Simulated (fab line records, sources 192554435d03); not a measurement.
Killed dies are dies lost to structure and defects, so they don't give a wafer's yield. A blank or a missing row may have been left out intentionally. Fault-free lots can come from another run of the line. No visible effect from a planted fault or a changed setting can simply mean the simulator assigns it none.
fab line records    flow n5Finfet
record: lots: 7  wafers: 39
route steps=1938 shown BEOL_M5@1160 BEOL_M7@1305
startH: the number of hours between the record's first day and the start of the first shown wafer of the lot    waitH: time in hours since the lot's previous step    " same as the row above    L1.1+2: one row covering several wafers at once    - value missing, or start not given    * or withheld: withheld    < > ~ a bound
route shown NAME@n: names a module that has steps shown in the file, with the first one's number in the route    usual: mean and standard deviation over wafers with no fault    same: alike in all rows    chamber/n: place in a boat    sites: each site's reading    _std_site: the values' standard deviation    _edge_site: outer sites' mean less inner sites'    radiusMm: for every site, how far away it sits from the centre of the wafer    mask NAME#n: copy n    behind: the tool/chamber that last shaped the wafer    hold: reason for holding the lot/hours on hold/outcome of the hold    device: whichever transistor did not switch (one of n, p or np)    end of line: the tests these same wafers got at the end of their route    a step without rows: its recipe alone    killed: the dies lost at the first sort to structure and to defects; this is not the yield of the wafer    map: a wafer's dies, marking killed ones x, the rest . and places with no die _
set.NAME: setting as actually run; set.NAME@STEP: the setting as run at that earlier step    model.NAME: the simulator's own value behind a step, which no gauge read
lots where settings were altered on purpose, with a table for each step and a row for each wafer
== steps ==
step: N5_BEOL_M5_TRENCH_ETCH_37
recipe: chemistry: C4F6/O2  targetDepthA: 716.52  target: SiCOH_lowk  timeS: 24.7  ionEnergyEv: 250  pressureMtorr: 30  sourceW: 345  biasW: 185  Ar_flow_sccm: 300  C4F6_flow_sccm: 10  O2_flow_sccm: 10
lot.wafer  tool        chamber  startH  waitH  set.timeS  model.etch.depthNm  model.BEOL_M5.featureDepthNm  model.TiN_of_BEOL_M5_HM_DEP_02.thkNm
L075.1     rieDiel-05  3        -       -      24.7       68.29               68.2                          18.4
L075.2     "           2        "       "      24.7       72.78               72.8                          18
L075.3     "           0        "       "      28.75      83.51               83.6                          17.4
L075.4     "           1        "       "      28.75      83.33               83.4                          17.6
L075.5     "           0        "       "      24.7       71.93               72                            18
L075.6     "           3        "       "      28.75      79.11               79.2                          18
L080.1     rieDiel-06  3        -       -      24.7       68.97               69                            18.6
L080.2     "           2        "       "      24.7       70.83               70.8                          18.2
L080.3     "           1        "       "      31.45      89.41               89.4                          18
L080.4     "           0        "       "      24.7       72.15               72.2                          18.4
L080.5     "           2        "       "      31.45      89.25               89.2                          17.8
L080.6     "           3        "       "      31.45      88.07               88                            18.2
L081.1     rieDiel-05  1        -       -      39.14      113.9               113.8                         16.8
L081.2     "           3        "       "      24.7       71.99               72                            18.4
L081.3     "           2        "       "      24.7       72.87               72.8                          18.2
L081.4     "           0        "       "      24.7       72.88               72.8                          18
L081.5     "           3        "       "      39.14      114.3               114.2                         16.8
L081.6     "           0        "       "      39.14      114.2               114.2                         17.2
L085.1     rieDiel-05  0        -       -      24.7       72.1                72.2                          18
L085.2     "           2        "       "      24.7       72.35               72.4                          18
L085.3     "           1        "       "      24.7       71.37               71.4                          17.8
L086.1     rieDiel-02  1        -       -      24.7       70.57               70.6                          18
L086.2     "           3        "       "      24.7       73.58               73.6                          18
L086.3     "           2        "       "      39.27      115.4               115.4                         16.8
L086.4     "           0        "       "      24.7       70.52               70.6                          18
L086.5     "           1        "       "      39.27      112.1               112                           17
L086.6     "           0        "       "      39.27      111.5               111.4                         17
L096.1     rieDiel-05  3        -       -      20.49      59.2                59.2                          18.4
L096.2     "           2        "       "      24.7       72.39               72.4                          17.8
L096.3     "           0        "       "      24.7       71.78               71.8                          17.8
L096.4     "           0        "       "      20.49      59.59               59.6                          18.6
L096.5     "           2        "       "      20.49      60.27               60.2                          18.4
L096.6     "           3        "       "      24.7       71.44               71.4                          17.8
L097.1     rieDiel-05  2        -       -      24.7       72.51               72.6                          17.8
L097.2     "           0        "       "      24.7       71.82               71.8                          17.8
L097.3     "           3        "       "      17.4       49.92               50                            18.2
L097.4     "           1        "       "      24.7       73.5                73.6                          17.8
L097.5     "           2        "       "      17.4       50.7                50.6                          18.6
L097.6     "           1        "       "      17.4       51.84               51.8                          18.6
step: N5_BEOL_M5_ETCH_41
recipe: chemistry: CH3F/O2  target: SiCN  targetDepthA: 315  taperDeg: 2  timeS: 56.7  ionEnergyEv: 120  maskMaterial: TiN  pressureMtorr: 30  sourceW: 395  biasW: 75  Ar_flow_sccm: 150  CH3F_flow_sccm: 30  O2_flow_sccm: 20
step: N5_BEOL_M5_STRIP_91
recipe: chemistry: N2/H2  timeS: 10  powerW: 450  tempC: 40  pressureMtorr: 20  rfFrequencyHz: 6e+07  biasPowerW: 7  n2FlowSccm: 200  h2FlowSccm: 200
step: N5_BEOL_M5_OCD_MEAS_38
usual: trenchDepthNm: 71.3/1.3
lot.wafer  tool    chamber  startH  waitH  set.timeS@BEOL_M5_TRENCH_ETCH_37  trenchDepthNm
L075.1     ocd-01  -        191.17  -      24.7                              68.2
L075.2     "       -        "       "      24.7                              72.5
L075.3     "       -        "       "      28.75                             83.2
L075.4     "       -        "       "      28.75                             83.9
L075.5     "       -        "       "      24.7                              72.1
L075.6     "       -        "       "      28.75                             79.1
L080.1     ocd-02  -        220.99  -      24.7                              69.3
L080.2     "       -        "       "      24.7                              70.6
L080.3     "       -        "       "      31.45                             88.8
L080.4     "       -        "       "      24.7                              72.2
L080.5     "       -        "       "      31.45                             89.4
L080.6     "       -        "       "      31.45                             87.8
L081.1     ocd-01  -        243.52  -      39.14                             114.1
L081.2     "       -        "       "      24.7                              72.1
L081.3     "       -        "       "      24.7                              73.0
L081.4     "       -        "       "      24.7                              72.5
L081.5     "       -        "       "      39.14                             114.5
L081.6     "       -        "       "      39.14                             113.9
L085.1     ocd-02  -        278.59  -      24.7                              71.8
L085.2     "       -        "       "      24.7                              71.9
L085.3     "       -        "       "      24.7                              71.7
L086.1     ocd-02  -        281.18  -      24.7                              70.9
L086.2     "       -        "       "      24.7                              73.6
L086.3     "       -        "       "      39.27                             115.6
L086.4     "       -        "       "      24.7                              69.8
L086.5     "       -        "       "      39.27                             111.9
L086.6     "       -        "       "      39.27                             111.4
L096.1     ocd-01  -        341.11  -      20.49                             58.9
L096.2     "       -        "       "      24.7                              72.3
L096.3     "       -        "       "      24.7                              71.6
L096.4     "       -        "       "      20.49                             59.6
L096.5     "       -        "       "      20.49                             60.2
L096.6     "       -        "       "      24.7                              71.3
L097.1     ocd-01  -        357.22  -      24.7                              72.2
L097.2     "       -        "       "      24.7                              71.9
L097.3     "       -        "       "      17.4                              50.3
L097.4     "       -        "       "      24.7                              73.3
L097.5     "       -        "       "      17.4                              51.1
L097.6     "       -        "       "      17.4                              52.1
step: N5_BEOL_M5_HM_STRIP_39
recipe: chemistry: peroxideTinStrip  material: TiN  targetDepthA: 250  tempC: 50  timeS: 158
step: N5_BEOL_M5_SRD_40
recipe: timeS: 30  tempC: 23  rinseLiquid: diw  dry: ipaMarangoni
step: N5_BEOL_M5_ECD_50
recipe: material: Cu  targetThkA: 3000
step: N5_BEOL_M5_ANNEAL_51
recipe: tempC: 225  timeS: 90  ambient: N2
step: N5_BEOL_M5_CMP_52
recipe: stopOn: SiCOH_lowk  tOverpolishS: 6.9  downForcePsi: 1  platenRpm: 50  clearingPlatenDownForcePsi: 1.5  clearingPlatenRpm: 50  postCmpClean: cuAlkaline  targetThkNm: 62  clearingPlatenPadVelocityMS: 0.99484  padVelocityMS: 0.99484
lot.wafer  tool    chamber  startH  waitH  set.timeS@BEOL_M5_TRENCH_ETCH_37  model.Cu_of_BEOL_M5_ECD_50.thkNm
L075.3     cmp-04  1        197.32  0.2    28.75                             73.4
L075.2     "       2        "       "      24.7                              63
L075.1     "       3        "       "      24.7                              58.6
L075.4     "       0        "       "      28.75                             72.4
L075.5     "       1        "       "      24.7                              62
L075.6     "       2        "       "      28.75                             69.4
L080.3+5   cmp-04  0        226.96  0.2    31.45                             81.2
L080.1     "       1        "       "      24.7                              60
L080.2     "       2        "       "      24.7                              61.8
L080.4     "       3        "       "      24.7                              63.6
L080.6     "       1        "       "      31.45                             79.2
L081.2     cmp-01  2        251.17  0.2    24.7                              63
L081.1     "       3        "       "      39.14                             103.4
L081.4     "       0        "       "      24.7                              64
L081.3     "       1        "       "      24.7                              62.4
L081.6     "       2        "       "      39.14                             105
L081.5     "       3        "       "      39.14                             104
L085.3     cmp-04  1        285.71  0.2    24.7                              62.6
L085.2     "       2        "       "      24.7                              63.6
L085.1     "       0        "       "      24.7                              62.8
L086.4     cmp-04  3        287.43  0.2    24.7                              61
L086.1     "       0        "       "      24.7                              61.4
L086.3     "       1        "       "      39.27                             108.4
L086.2     "       2        "       "      24.7                              65.2
L086.5+6   "       3,0      "       "      39.27                             102
L096.2     cmp-03  3        347.87  0.2    24.7                              64.2
L096.3     "       0        "       "      24.7                              62.8
L096.1     "       1        "       "      20.49                             50.4
L096.4     "       2        "       "      20.49                             51.2
L096.5     "       3        "       "      20.49                             52.4
L096.6     "       0        "       "      24.7                              61.4
L097.3+5   cmp-01  0,1      365.09  0.2    17.4                              41.8
L097.2     "       1        "       "      24.7                              63
L097.4     "       2        "       "      24.7                              64.6
L097.1     "       3        "       "      24.7                              62.8
L097.6     "       0        "       "      17.4                              43
step: N5_BEOL_M5_THK_MEAS_53
recipe: thkMeasGauge: xrf  reads: Cu_of_BEOL_M5_ECD_50
usual: M5_THK: 63.4/1.7
lot.wafer  tool          chamber  startH  waitH  set.timeS@BEOL_M5_TRENCH_ETCH_37  M5_THK[nm]
L075.1     filmMetro-01  -        197.61  -      24.7                              60.2
L075.2     "             -        "       "      24.7                              64.5
L075.3     "             -        "       "      28.75                             75.3
L075.4     "             -        "       "      28.75                             73.9
L075.5     "             -        "       "      24.7                              63.7
L075.6     "             -        "       "      28.75                             71.0
L080.1     filmMetro-02  -        227.25  -      24.7                              61.5
L080.2     "             -        "       "      24.7                              63.1
L080.3     "             -        "       "      31.45                             83.2
L080.4     "             -        "       "      24.7                              65.3
L080.5     "             -        "       "      31.45                             83.0
L080.6     "             -        "       "      31.45                             80.9
L081.1     filmMetro-01  -        251.46  -      39.14                             105.4
L081.2     "             -        "       "      24.7                              64.3
L081.3     "             -        "       "      24.7                              63.6
L081.4     "             -        "       "      24.7                              65.4
L081.5     "             -        "       "      39.14                             106.6
L081.6     "             -        "       "      39.14                             107.5
L085.1     filmMetro-01  -        286.01  -      24.7                              64.3
L085.2     "             -        "       "      24.7                              65.1
L085.3     "             -        "       "      24.7                              64.1
L086.1     filmMetro-02  -        287.72  -      24.7                              63.1
L086.2     "             -        "       "      24.7                              66.9
L086.3     "             -        "       "      39.27                             111.5
L086.4     "             -        "       "      24.7                              62.7
L086.5     "             -        "       "      39.27                             105.1
L086.6     "             -        "       "      39.27                             105.3
L096.1     filmMetro-02  -        348.16  -      20.49                             51.8
L096.2     "             -        "       "      24.7                              66.1
L096.3     "             -        "       "      24.7                              65.0
L096.4     "             -        "       "      20.49                             52.6
L096.5     "             -        "       "      20.49                             53.9
L096.6     "             -        "       "      24.7                              63.5
L097.1     filmMetro-02  -        365.39  -      24.7                              64.7
L097.2     "             -        "       "      24.7                              64.9
L097.3     "             -        "       "      17.4                              43.0
L097.4     "             -        "       "      24.7                              66.5
L097.5     "             -        "       "      17.4                              43.1
L097.6     "             -        "       "      17.4                              44.2
step: N5_BEOL_M5_PRE_CLEAN_77
recipe: gas: NH3/H2  timeS: 15  tempC: *  rfPowerW: 300
step: N5_BEOL_M5_CO_CAP_78
recipe: material: Co  targetThkA: 20  tempC: 200  precursor: CCTBA/H2  pressureTorr: 30  timeS: 102.1
step: N5_BEOL_M5_PRE_CLEAN_55
recipe: gas: NH3  timeS: 15  tempC: withheld  rfPowerW: 300
step: N5_BEOL_M5_DEP_56
recipe: material: SiCN  targetThkA: 80  tempC: withheld  precursor: 3MS/NH3  pressureTorr: 3  rfW: 202  timeS: 14
step: N5_BEOL_M5_RS_MEAS_57
recipe: thkMeasGauge: four-point-probe  reads: Co_of_BEOL_M5_CO_CAP_78+Cu_of_BEOL_M5_ECD_50+Co_of_BEOL_M5_CVD_47+TaN_of_BEOL_M5_ALD_86
usual: M5_RS: 0.388/0.012
lot.wafer  tool          chamber  startH  waitH  set.timeS@BEOL_M5_TRENCH_ETCH_37  M5_RS[ohm/sq]
L075.1     filmMetro-01  -        197.90  0.1    24.7                              0.415
L075.2     "             -        "       "      24.7                              0.381
L075.3     "             -        "       "      28.75                             0.317
L075.4     "             -        "       "      28.75                             0.322
L075.5     "             -        "       "      24.7                              0.388
L075.6     "             -        "       "      28.75                             0.338
L080.1     filmMetro-02  -        227.51  0.0    24.7                              0.401
L080.2     "             -        "       "      24.7                              0.389
L080.3     "             -        "       "      31.45                             0.280
L080.4     "             -        "       "      24.7                              0.374
L080.5     "             -        "       "      31.45                             0.280
L080.6     "             -        "       "      31.45                             0.288
L081.1     filmMetro-01  -        251.81  0.0    39.14                             0.213
L081.2     "             -        "       "      24.7                              0.380
L081.3     "             -        "       "      24.7                              0.384
L081.4     "             -        "       "      24.7                              0.373
L081.5     "             -        "       "      39.14                             0.211
L081.6     "             -        "       "      39.14                             0.209
L085.1     filmMetro-02  -        286.27  0.0    24.7                              0.380
L085.2     "             -        "       "      24.7                              0.375
L085.3     "             -        "       "      24.7                              0.381
L086.1     filmMetro-01  -        287.98  0.0    24.7                              0.392
L086.2     "             -        "       "      24.7                              0.364
L086.3     "             -        "       "      39.27                             0.201
L086.4     "             -        "       "      24.7                              0.395
L086.5     "             -        "       "      39.27                             0.216
L086.6     "             -        "       "      39.27                             0.215
L096.1     filmMetro-02  -        348.42  0.0    20.49                             0.500
L096.2     "             -        "       "      24.7                              0.369
L096.3     "             -        "       "      24.7                              0.380
L096.4     "             -        "       "      20.49                             0.488
L096.5     "             -        "       "      20.49                             0.474
L096.6     "             -        "       "      24.7                              0.390
L097.1     filmMetro-01  -        365.65  0.0    24.7                              0.382
L097.2     "             -        "       "      24.7                              0.380
L097.3     "             -        "       "      17.4                              0.634
L097.4     "             -        "       "      24.7                              0.369
L097.5     "             -        "       "      17.4                              0.631
L097.6     "             -        "       "      17.4                              0.612
step: N5_BEOL_M7_VIA_ETCH_34
recipe: chemistry: C4F6/O2  target: SiCOH_lowk  targetDepthA: 1255  maskMaterial: SOC  taperDeg: 4  timeS: 50.5  ionEnergyEv: 250  pressureMtorr: 30  sourceW: 345  biasW: 185  Ar_flow_sccm: 300  C4F6_flow_sccm: 10  O2_flow_sccm: 10
lot.wafer  tool        chamber  startH  waitH  set.timeS  model.etch.depthNm  model.SOC_of_BEOL_M7_COAT_63.thkNm
L075.1     rieDiel-05  0        216.20  0.0    50.5       128.2               53.6
L075.2     "           3        "       "      50.5       122.4               54
L075.3     "           1        "       "      42.71      107.3               54.4
L075.4     "           2        "       "      42.71      109.3               54.6
L075.5     "           0        "       "      42.71      107.7               54.6
L075.6     "           1        "       "      50.5       126.1               53.6
L080.1     rieDiel-06  1        239.60  0.0    50.5       124.3               54.4
L080.2     "           0        "       "      50.5       126.8               54
L080.3     "           2        "       "      50.5       123.9               54.2
L080.4     "           3        "       "      50.5       120.5               54
L080.5     "           0        "       "      50.5       126.4               54
L080.6     "           3        "       "      50.5       121.3               54
L081.1     rieDiel-05  1        267.35  0.0    50.5       126.2               53.8
L081.2     "           2        "       "      34.68      87.67               55.8
L081.3     "           3        "       "      34.68      85.91               55.8
L081.4     "           0        "       "      50.5       126.9               54
L081.5     "           1        "       "      34.68      86.45               55.8
L081.6     "           2        "       "      50.5       126.8               53.8
L086.1     rieDiel-05  0        303.37  0.0    50.5       126.4               53.8
L086.2     "           1        "       "      25.03      61.55               56.8
L086.3     "           3        "       "      25.03      62.06               57
L086.4     "           2        "       "      50.5       126.6               53.8
L086.5     "           0        "       "      25.03      62.28               57
L086.6     "           3        "       "      50.5       125.5               54
L085.1     rieDiel-02  0        303.80  0.0    50.5       123.5               54
L085.2     "           1        "       "      50.5       124.4               54.2
L085.3     "           3        "       "      50.5       129.9               53.8
L096.1     rieDiel-06  3        364.95  0.0    50.5       118.4               54.2
L096.2     "           1        "       "      64.87      164.5               52.2
L096.3     "           0        "       "      64.87      158.7               52.6
L096.4     "           2        "       "      64.87      158.5               52.6
L096.5     "           3        "       "      50.5       119.2               54.2
L096.6     "           0        "       "      50.5       125                 54.4
L097.1     rieDiel-02  1        382.78  0.0    50.5       122                 53.8
L097.2     "           3        "       "      36.43      92.67               55.4
L097.3     "           0        "       "      36.43      87.05               55.6
L097.4     "           2        "       "      50.5       126.6               53.6
L097.5     "           0        "       "      36.43      88.37               55.6
L097.6     "           1        "       "      50.5       121.9               53.8
== key ==
split: step: N5_BEOL_M5_TRENCH_ETCH_37  setting: timeS  stated: 24.7  by: wafer
response: step: N5_BEOL_M5_TRENCH_ETCH_37  reading: model.etch.depthNm  change: +0.705  per: 1%  r: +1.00
response: step: N5_BEOL_M5_TRENCH_ETCH_37  reading: model.BEOL_M5.featureDepthNm  change: +0.705  per: 1%  r: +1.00
response: step: N5_BEOL_M5_TRENCH_ETCH_37  reading: model.TiN_of_BEOL_M5_HM_DEP_02.thkNm  change: -0.0206  per: 1%  r: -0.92
response: step: N5_BEOL_M5_OCD_MEAS_38  reading: trenchDepthNm  change: +0.704  per: 1%  r: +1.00
response: step: N5_BEOL_M5_CMP_52  reading: model.Cu_of_BEOL_M5_ECD_50.thkNm  change: +0.701  per: 1%  r: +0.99
response: step: N5_BEOL_M5_THK_MEAS_53  reading: M5_THK  change: +0.721  per: 1%  r: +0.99
response: step: N5_BEOL_M5_RS_MEAS_57  reading: M5_RS  shape: bent  atLowest: 0.626  atStated: 0.383  atHighest: 0.211
split: step: N5_BEOL_M7_VIA_ETCH_34  setting: timeS  stated: 50.5  by: wafer
response: step: N5_BEOL_M7_VIA_ETCH_34  reading: model.etch.depthNm  change: +1.28  per: 1%  r: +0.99
response: step: N5_BEOL_M7_VIA_ETCH_34  reading: model.SOC_of_BEOL_M7_COAT_63.thkNm  change: -0.0615  per: 1%  r: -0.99
